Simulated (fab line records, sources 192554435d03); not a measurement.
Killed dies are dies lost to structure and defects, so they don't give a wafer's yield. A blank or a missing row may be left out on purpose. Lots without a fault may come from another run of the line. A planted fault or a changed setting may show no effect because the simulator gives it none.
Chamber matching | flow n5_finfet | N5_MOL_CONTACT_COAG_ETCH_66 on rie_diel-01: 4 sister chambers
The step etches SiARC in CF4, target depth 13 nm, time 21.7 s. 8 wafers are shown with their chamber, then 8 later ones without.

WAFERS WITH THEIR CHAMBER
wafer  | chamber | drypump_motor_current_A (A) | showerhead_plenum_p_Torr (Torr)
L085.3 | 3       | 6.2                         | 2.28
L086.2 | 1       | 5.0                         | 2.20
L086.3 | 3       | 6.2                         | 2.28
L086.4 | 0       | 5.8                         | 2.14
L088.1 | 2       | 4.8                         | 2.05
L088.2 | 1       | 5.1                         | 2.20
L088.5 | 2       | 4.8                         | 2.05
L093.2 | 0       | 5.8                         | 2.13

WAFERS WITHOUT THEIR CHAMBER
wafer  | drypump_motor_current_A (A) | showerhead_plenum_p_Torr (Torr)
L093.4 | 5.8                         | 2.13
L093.6 | 4.8                         | 2.05
L096.1 | 4.8                         | 2.04
L096.2 | 6.2                         | 2.27
L096.3 | 5.8                         | 2.13
L097.1 | 4.8                         | 2.04
L097.4 | 5.8                         | 2.13
L097.5 | 6.2                         | 2.27

WHICH CHAMBER EACH WENT THROUGH
wafer  | from the rows above | in truth
L093.4 | 0                   | 0
L093.6 | 2                   | 2
L096.1 | 2                   | 2
L096.2 | 3                   | 3
L096.3 | 0                   | 0
L097.1 | 2                   | 2
L097.4 | 0                   | 0
L097.5 | 3                   | 3
Placed correctly: 8 of 8. Can't be placed from these rows: 0. Placed wrongly: 0.
How it was worked out, from the rows above alone: a wafer's distance from a chamber is the root of the sum, over the readings, of the square of ((its reading less the chamber's mean) divided by the reading's scatter). The wafer belongs to the nearest chamber; if the next one is less than 2 further off, it can't be placed. A chamber's mean is the mean of its shown wafers. The scatter: the root of (the sum of the squares of (reading less its chamber's mean) over the shown wafers, divided by (wafers less chambers)).
